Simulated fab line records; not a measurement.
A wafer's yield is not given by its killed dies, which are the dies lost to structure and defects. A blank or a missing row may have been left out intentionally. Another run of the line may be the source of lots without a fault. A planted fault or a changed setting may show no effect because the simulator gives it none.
Which tool is to blame?    flow nandHarc    24 lots, 72 wafers sampled, at 6 steps of a route of 1302

== WHAT THE GAUGES SHOWED, per wafer ==
Not one reading of a measure or inspect step in the record can be checked against a usual standard deviation.

== TOOL THAT RAN EACH LOT (tool first, then ch and the chambers of the sampled wafers, then the start) ==
lot   NHARC_A_STAIRCASE_TRIM_220         NHARC_A_STAIRCASE_DESCUM_252       NHARC_A_STAIRCASE_HM_DEP_459  NHARC_A_STAIRCASE_HM_OPEN_463                 NHARC_A_STAIRCASE_ETCHBACK_416                NHARC_A_STAIRCASE_CMP_152
L074  rieDiel-05 ch 2,3, day 16 06:59    rieDiel-10 ch 0,1,3, day 16 10:34  aclDep-03 ch 0, day 16 19:45  rieDiel-05 ch 1,2, day 19 09:09 or earlier    rieDiel-05 ch 1,2, day 19 09:09 or earlier    cmp-02 ch 2,3, day 19 09:09
L075  rieDiel-10 ch 0,1,2, day 16 07:01  rieDiel-01 ch 1,3, day 16 10:44    aclDep-01 ch 0, day 16 21:17  rieDiel-01 ch 1,3, day 19 08:53 or earlier    rieDiel-10 ch 0,2, day 19 08:53 or earlier    cmp-01 ch 1,2,3, day 19 08:53
L076  rieDiel-10 ch 0,3, day 16 19:40    rieDiel-10 ch 0,1,3, day 16 23:54  aclDep-02 ch 0, day 17 10:31  rieDiel-10 ch 0,1,3, day 19 21:33 or earlier  rieDiel-01 ch 1,2,3, day 19 21:33 or earlier  cmp-04 ch 1,2,3, day 19 21:33
L077  rieDiel-10 ch 0,1,3, day 17 03:26  rieDiel-05 ch 1,3, day 17 10:04    aclDep-03 ch 0, day 17 18:58  rieDiel-01 ch 0,3, day 20 06:46 or earlier    rieDiel-05 ch 1,2, day 20 06:46 or earlier    cmp-04 ch 0,1,3, day 20 06:46
L078  rieDiel-05 ch 0,1,3, day 17 18:46  rieDiel-10 ch 0,1,3, day 17 22:22  aclDep-03 ch 0, day 18 10:36  rieDiel-01 ch 0,3, day 20 16:21 or earlier    rieDiel-01 ch 1,2,3, day 20 16:21 or earlier  cmp-01 ch 1,2,3, day 20 16:21
L079  rieDiel-01 ch 2,3, day 17 19:03    rieDiel-10 ch 0,2,3, day 17 22:47  aclDep-02 ch 0, day 18 10:32  rieDiel-01 ch 0,1,2, day 20 15:53 or earlier  rieDiel-01 ch 1,2, day 20 15:53 or earlier    cmp-02 ch 2,3, day 20 15:53
L080  rieDiel-05 ch 0,1, day 18 11:40    rieDiel-05 ch 0,1,2, day 18 15:31  aclDep-01 ch 0, day 19 04:29  rieDiel-01 ch 0,1,2, day 21 19:34 or earlier  rieDiel-01 ch 1,2,3, day 21 19:34 or earlier  cmp-04 ch 1,2,3, day 21 19:34
L081  rieDiel-05 ch 0,3, day 18 16:34    rieDiel-05 ch 1,2, day 18 20:37    aclDep-03 ch 0, day 19 08:25  rieDiel-10 ch 1,2, day 19 22:59 or earlier    rieDiel-01 ch 0,1,2, day 19 22:59             cmp-02 ch 1,2,3, day 21 19:01
L082  rieDiel-10 ch 2,3, day 19 14:07    rieDiel-10 ch 2,3, day 19 17:51    aclDep-02 ch 0, day 20 04:13  rieDiel-05 ch 1,2,3, day 22 09:46 or earlier  rieDiel-05 ch 0,2,3, day 22 09:46 or earlier  cmp-04 ch 1,2,3, day 22 09:46
L083  rieDiel-05 ch 1,2, day 19 20:44    rieDiel-01 ch 1,2, day 20 00:27    aclDep-03 ch 0, day 20 15:11  rieDiel-01 ch 2,3, day 22 21:42 or earlier    rieDiel-01 ch 1,2,3, day 22 21:42 or earlier  cmp-02 ch 1,2,3, day 22 21:42
L084  rieDiel-01 ch 0,1, day 20 10:28    rieDiel-05 ch 0,1,3, day 20 17:13  aclDep-02 ch 0, day 21 01:41  rieDiel-01 ch 0,3, day 23 16:12 or earlier    rieDiel-05 ch 0,1,2, day 23 16:12 or earlier  cmp-04 ch 2,3, day 23 16:12
L086  rieDiel-05 ch 0,2,3, day 20 17:02  rieDiel-10 ch 0,1,3, day 20 20:38  aclDep-02 ch 0, day 21 05:09  rieDiel-10 ch 0,1,2, day 23 21:35 or earlier  rieDiel-05 ch 0,1,2, day 23 21:35 or earlier  cmp-04 ch 0,2,3, day 23 21:35
L085  rieDiel-10 ch 2,3, day 20 17:27    rieDiel-10 ch 0,1,2, day 20 21:05  aclDep-01 ch 0, day 21 05:53  rieDiel-10 ch 0,1,2, day 23 21:47 or earlier  rieDiel-05 ch 0,2,3, day 23 21:47 or earlier  cmp-02 ch 1,2, day 23 21:47
L087  rieDiel-01 ch 1,2, day 21 06:08    rieDiel-05 ch 0,3, day 21 09:49    aclDep-03 ch 0, day 22 00:29  rieDiel-10 ch 1,2,3, day 24 08:03 or earlier  rieDiel-01 ch 1,2, day 24 08:03 or earlier    cmp-02 ch 1,2, day 24 08:03
L089  rieDiel-10 ch 0,2,3, day 21 23:31  rieDiel-01 ch 2,3, day 22 03:05    aclDep-01 ch 0, day 22 13:08  rieDiel-10 ch 2,3, day 24 21:23 or earlier    rieDiel-01 ch 1,2, day 24 21:23 or earlier    cmp-02 ch 0,1, day 24 21:23
L088  rieDiel-05 ch 0,1,2, day 22 05:24  rieDiel-05 ch 0,2,3, day 22 08:56  aclDep-02 ch 0, day 22 17:07  rieDiel-05 ch 0,1,2, day 25 04:23 or earlier  rieDiel-10 ch 0,1,2, day 25 04:23 or earlier  cmp-02 ch 0,2,3, day 25 04:23
L091  rieDiel-10 ch 1,2, day 23 02:25    rieDiel-10 ch 0,2,3, day 23 06:04  aclDep-01 ch 0, day 23 13:24  rieDiel-10 ch 0,1,3, day 25 19:09 or earlier  rieDiel-05 ch 0,1, day 25 19:09 or earlier    cmp-02 ch 1,2,3, day 25 19:09
L090  rieDiel-01 ch 0,2,3, day 23 02:48  rieDiel-01 ch 0,3, day 23 06:30    aclDep-02 ch 0, day 23 16:14  rieDiel-01 ch 2,3, day 24 06:41 or earlier    rieDiel-05 ch 0,1,3, day 24 06:41             cmp-01 ch 0,1,3, day 26 03:44
L092  rieDiel-05 ch 0,1,2, day 23 17:33  rieDiel-05 ch 0,1,3, day 23 21:08  aclDep-02 ch 0, day 24 07:50  rieDiel-01 ch 0,1,3, day 26 17:51 or earlier  rieDiel-01 ch 0,1,2, day 26 17:51 or earlier  cmp-02 ch 0,2,3, day 26 17:51
L095  rieDiel-05 ch 1,3, day 24 09:29    rieDiel-05 ch 0,1,2, day 24 13:55  aclDep-03 ch 0, day 25 01:44  rieDiel-01 ch 0,3, day 27 07:31 or earlier    rieDiel-10 ch 1,2, day 27 07:31 or earlier    cmp-01 ch 1,2, day 27 07:31
L094  rieDiel-05 ch 0,3, day 24 13:21    rieDiel-01 ch 2,3, day 24 16:56    aclDep-01 ch 0, day 25 01:52  rieDiel-10 ch 2,3, day 27 07:41 or earlier    rieDiel-10 ch 1,2, day 27 07:41 or earlier    cmp-01 ch 0,1, day 27 07:41
L093  rieDiel-01 ch 0,3, day 24 16:02    rieDiel-10 ch 0,3, day 24 19:32    aclDep-02 ch 0, day 25 02:59  rieDiel-01 ch 2,3, day 27 10:13 or earlier    rieDiel-10 ch 0,1,3, day 27 10:13 or earlier  cmp-02 ch 0,3, day 27 10:13
L096  rieDiel-05 ch 1,2,3, day 24 16:11  rieDiel-05 ch 0,3, day 24 19:40    aclDep-03 ch 0, day 25 03:39  rieDiel-10 ch 0,1, day 27 10:16 or earlier    rieDiel-05 ch 1,2,3, day 27 10:16 or earlier  cmp-01 ch 1,2,3, day 27 10:16
L097  rieDiel-01 ch 0,1,2, day 25 23:56  rieDiel-05 ch 0,2,3, day 26 03:52  aclDep-01 ch 0, day 26 15:53  rieDiel-05 ch 0,1,2, day 28 22:15 or earlier  rieDiel-05 ch 0,2,3, day 28 22:15 or earlier  cmp-02 ch 1,2,3, day 28 22:15
- NHARC_A_STAIRCASE_TRIM_220: chemistry O2, time 211.2 s.
- NHARC_A_STAIRCASE_DESCUM_252: chemistry O2, time 3 s.
- NHARC_A_STAIRCASE_HM_DEP_459: deposits aC, target thk 1500 nm.
- NHARC_A_STAIRCASE_HM_OPEN_463: chemistry O2/COS.
- NHARC_A_STAIRCASE_ETCHBACK_416: etches the open film in C4F8/O2/Ar, target depth 36 nm, time 7.2 s.
- NHARC_A_STAIRCASE_CMP_152: polishes.

== WHAT THE TOOLS THEMSELVES READ (means of the sampled wafers that have a number; where no wafer has one, the mark that the record gives instead) ==
NHARC_A_STAIRCASE_TRIM_220. Usual: drypumpMotorCurrentA 5.6 A, standard deviation 0.47; oesProductAu 1.004 a.u., standard deviation 0.0079; rfVppV 57.8 V, standard deviation 0.91; showerheadPlenumPTorr 3.54 Torr, standard deviation 0.13; throttleValvePct 17.036 %, standard deviation 0.0087.
lot   tool        drypumpMotorCurrentA (A)  oesProductAu (a.u.)  rfVppV (V)  showerheadPlenumPTorr (Torr)  throttleValvePct (%)  flag
L074  rieDiel-05  5.0                       1.003                59.1        3.62                          17.035                
L075  rieDiel-10  5.8                       0.999                57.2        3.63                          17.037                
L076  rieDiel-10  5.3                       1.004                58.1        3.52                          17.026                
L077  rieDiel-10  5.8                       1.004                58.0        3.53                          17.029                
L078  rieDiel-05  5.5                       1.004                58.5        3.45                          17.033                
L079  rieDiel-01  5.6                       1.012                57.8        3.57                          17.037                
L080  rieDiel-05  5.5                       1.006                57.4        3.50                          17.033                
L081  rieDiel-05  5.3                       1.011                57.7        3.53                          17.036                
L082  rieDiel-10  5.8                       1.007                57.9        3.61                          17.029                
L083  rieDiel-05  5.3                       1.006                57.8        3.58                          17.041                
L084  rieDiel-01  5.9                       1.007                58.1        3.68                          17.036                
L086  rieDiel-05  5.1                       1.007                58.4        3.56                          17.030                
L085  rieDiel-10  5.9                       1.007                57.6        3.51                          17.034                
L087  rieDiel-01  5.7                       1.009                57.5        3.60                          17.037                
L089  rieDiel-10  5.6                       1.003                58.2        3.55                          17.028                
L088  rieDiel-05  5.4                       0.993                57.3        3.53                          17.033                
L091  rieDiel-10  6.0                       0.996                57.9        3.65                          17.030                
L090  rieDiel-01  5.6                       1.014                57.4        3.56                          17.043                
L092  rieDiel-05  5.4                       1.007                57.6        3.53                          17.031                
L095  rieDiel-05  5.5                       1.010                57.4        3.36                          17.031                
L094  rieDiel-05  5.3                       1.003                57.2        3.51                          17.028                
L093  rieDiel-01  5.6                       0.997                57.8        3.56                          17.032                
L096  rieDiel-05  5.4                       0.999                57.1        3.46                          17.035                
L097  rieDiel-01  5.7                       0.988                58.7        3.59                          17.036                

NHARC_A_STAIRCASE_DESCUM_252. Usual: drypumpMotorCurrentA 5.6 A, standard deviation 0.48; oesProductAu 1.002 a.u., standard deviation 0.0073; rfVppV 58.0 V, standard deviation 0.82; showerheadPlenumPTorr 1.92 Torr, standard deviation 0.075; throttleValvePct 11.311 %, standard deviation 0.0086.
lot   tool        drypumpMotorCurrentA (A)  oesProductAu (a.u.)  rfVppV (V)  showerheadPlenumPTorr (Torr)  throttleValvePct (%)  flag
L074  rieDiel-10  5.8                       0.997                57.2        1.92                          11.310                
L075  rieDiel-01  6.0                       0.991                58.2        2.01                          11.312                
L076  rieDiel-10  5.8                       0.999                58.2        1.92                          11.317                
L077  rieDiel-05  5.6                       1.005                57.4        1.83                          11.311                
L078  rieDiel-10  5.8                       0.998                57.3        1.91                          11.309                
L079  rieDiel-10  5.5                       1.000                58.8        1.93                          11.308                
L080  rieDiel-05  5.4                       1.005                57.7        1.92                          11.308                
L081  rieDiel-05  5.2                       1.006                58.2        1.95                          11.301                
L082  rieDiel-10  5.9                       1.009                58.3        1.91                          11.316                
L083  rieDiel-01  5.9                       1.005                59.3        1.99                          11.308                
L084  rieDiel-05  5.6                       1.005                57.8        1.86                          11.308                
L086  rieDiel-10  5.7                       1.004                57.8        1.91                          11.309                
L085  rieDiel-10  5.7                       1.007                58.0        1.96                          11.306                
L087  rieDiel-05  5.3                       1.005                57.4        1.91                          11.310                
L089  rieDiel-01  5.6                       1.000                57.6        1.93                          11.309                
L088  rieDiel-05  5.2                       1.001                58.0        1.93                          11.308                
L091  rieDiel-10  5.5                       1.008                57.0        1.92                          11.303                
L090  rieDiel-01  5.6                       1.007                57.5        1.93                          11.315                
L092  rieDiel-05  5.6                       1.006                58.0        1.85                          11.315                
L095  rieDiel-05  5.4                       0.995                58.5        1.91                          11.310                
L094  rieDiel-01  5.6                       0.994                58.4        1.92                          11.317                
L093  rieDiel-10  5.6                       1.007                58.5        1.86                          11.310                
L096  rieDiel-05  5.3                       1.004                57.6        1.87                          11.312                
L097  rieDiel-05  5.1                       1.008                58.2        1.92                          11.306                

NHARC_A_STAIRCASE_HM_DEP_459. Usual: 35.001 % for throttleValvePct, sd 0.0096.
lot   tool       throttleValvePct (%)  flag
L074  aclDep-03  34.992                
L075  aclDep-01  34.994                
L076  aclDep-02  35.008                
L077  aclDep-03  35.000                
L078  aclDep-03  35.001                
L079  aclDep-02  35.003                
L080  aclDep-01  35.001                
L081  aclDep-03  34.995                
L082  aclDep-02  35.000                
L083  aclDep-03  34.999                
L084  aclDep-02  34.995                
L086  aclDep-02  34.994                
L085  aclDep-01  35.011                
L087  aclDep-03  35.004                
L089  aclDep-01  35.000                
L088  aclDep-02  35.003                
L091  aclDep-01  34.991                
L090  aclDep-02  35.000                
L092  aclDep-02  35.004                
L095  aclDep-03  35.002                
L094  aclDep-01  35.010                
L093  aclDep-02  34.985                
L096  aclDep-03  34.998                
L097  aclDep-01  35.007                

NHARC_A_STAIRCASE_HM_OPEN_463. Usual: biasW 300.0 W, standard deviation 0.9; drypumpMotorCurrentA 5.7 A, standard deviation 0.43; oesProductAu 1.003 a.u., standard deviation 0.0069; rfVppV 468.0 V, standard deviation 2.2; showerheadPlenumPTorr 3.16 Torr, standard deviation 0.1; throttleValvePct 28.330 %, standard deviation 0.0094.
lot   tool        biasW (W)  drypumpMotorCurrentA (A)  oesProductAu (a.u.)  rfVppV (V)  showerheadPlenumPTorr (Torr)  throttleValvePct (%)  flag
L074  rieDiel-05  299.3      5.7                       1.003                466.4       3.06                          28.330                
L075  rieDiel-01  299.9      6.1                       0.998                470.0       3.27                          28.330                
L076  rieDiel-10  300.9      5.8                       0.996                468.1       3.12                          28.336                
L077  rieDiel-01  300.4      5.8                       1.008                468.6       3.17                          28.330                
L078  rieDiel-01  300.1      5.6                       1.004                468.6       3.17                          28.337                
L079  rieDiel-01  298.8      5.7                       1.003                469.1       3.21                          28.335                
L080  rieDiel-01  301.1      5.7                       1.002                469.0       3.21                          28.327                
L081  rieDiel-10  299.5      6.0                       1.007                469.5       3.25                          28.336                
L082  rieDiel-05  300.1      5.4                       1.005                466.4       3.08                          28.326                
L083  rieDiel-01  299.6      5.8                       1.011                467.4       3.15                          28.332                
L084  rieDiel-01  300.0      5.6                       1.003                468.5       3.16                          28.334                
L086  rieDiel-10  299.9      5.7                       0.997                469.1       3.20                          28.326                
L085  rieDiel-10  301.3      5.8                       1.008                469.0       3.20                          28.325                
L087  rieDiel-10  300.0      6.0                       0.993                467.7       3.15                          28.319                
L089  rieDiel-10  300.0      5.8                       1.002                467.6       3.18                          28.333                
L088  rieDiel-05  300.5      5.4                       0.994                467.2       3.12                          28.330                
L091  rieDiel-10  299.4      5.8                       1.007                466.8       3.10                          28.331                
L090  rieDiel-01  299.6      5.7                       1.009                467.2       3.14                          28.334                
L092  rieDiel-01  299.9      5.8                       1.007                468.4       3.20                          28.328                
L095  rieDiel-01  299.5      5.6                       1.001                467.3       3.15                          28.326                
L094  rieDiel-10  299.6      5.8                       1.009                468.8       3.17                          28.326                
L093  rieDiel-01  299.5      5.6                       1.001                466.3       3.13                          28.331                
L096  rieDiel-10  299.8      6.0                       1.003                467.9       3.15                          28.330                
L097  rieDiel-05  299.3      5.4                       1.007                467.0       3.11                          28.327                

NHARC_A_STAIRCASE_ETCHBACK_416. Usual: biasW 800.2 W, standard deviation 2.5; oesProductAu 0.936 a.u., standard deviation 0.027; rfVppV 724 V, standard deviation 3.9.
lot   tool        biasW (W)  oesProductAu (a.u.)  rfVppV (V)  flag
L074  rieDiel-05  799.5      0.924                724         
L075  rieDiel-10  799.0      0.918                727         
L076  rieDiel-01  799.9      1.007                727         
L077  rieDiel-05  802.5      1.008                721         
L078  rieDiel-01  801.5      0.922                727         
L079  rieDiel-01  797.5      0.932                727         
L080  rieDiel-01  800.5      0.923                726         
L081  rieDiel-01  800.4      0.923                727         
L082  rieDiel-05  799.3      0.930                724         
L083  rieDiel-01  801.7      0.924                726         
L084  rieDiel-05  800.1      0.925                723         
L086  rieDiel-05  801.8      0.929                723         
L085  rieDiel-05  798.8      0.925                724         
L087  rieDiel-01  800.8      0.938                725         
L089  rieDiel-01  800.6      0.933                726         
L088  rieDiel-10  801.4      0.921                726         
L091  rieDiel-05  801.5      0.930                720         
L090  rieDiel-05  797.2      0.925                720         
L092  rieDiel-01  798.9      0.925                725         
L095  rieDiel-10  802.1      0.924                726         
L094  rieDiel-10  799.6      0.932                726         
L093  rieDiel-10  804.1      0.931                722         
L096  rieDiel-05  801.8      1.000                722         
L097  rieDiel-05  802.5      0.930                723         

NHARC_A_STAIRCASE_CMP_152. Usual: motorCurrentA 12.4 A, standard deviation 0.79; slurryFlowMlMin 150.0, standard deviation 0.49.
lot   tool    motorCurrentA (A)  slurryFlowMlMin  flag
L074  cmp-02  12.6               149.8            
L075  cmp-01  12.7               149.6            
L076  cmp-04  13.1               150.2            
L077  cmp-04  12.3               150.1            
L078  cmp-01  12.8               149.9            
L079  cmp-02  12.6               150.3            
L080  cmp-04  13.0               150.2            
L081  cmp-02  12.6               149.7            
L082  cmp-04  12.9               149.9            
L083  cmp-02  12.4               149.8            
L084  cmp-04  12.9               150.1            
L086  cmp-04  12.6               149.8            
L085  cmp-02  12.0               150.3            
L087  cmp-02  12.8               150.1            
L089  cmp-02  11.9               149.6            
L088  cmp-02  12.1               150.0            
L091  cmp-02  12.4               149.3            
L090  cmp-01  12.7               149.8            
L092  cmp-02  12.2               150.1            
L095  cmp-01  13.1               149.8            
L094  cmp-01  13.1               150.1            
L093  cmp-02  11.9               150.4            
L096  cmp-01  12.3               150.3            
L097  cmp-02  12.5               150.2            

== THE ANSWER, worked out from the rows above alone ==
Rule: lot off if the mean of its wafers having a number is beyond 3 standard deviations from the usual mean. Also off: a lot with no number at a reading for which 4 or more lots have one. Where the step has rows for the other lots, those lots are counted as sound. After the gauges, taken in route order, come the tools' own readings; for these a lot's mean is taken, as printed above. At the first step where some lot is off, the reading lying furthest off is the one used; lots without a number count as furthest.
Nothing can be told from this: no lot is off at any reading shown.

== WHAT HAD BEEN PUT IN BY THE SIMULATOR ==
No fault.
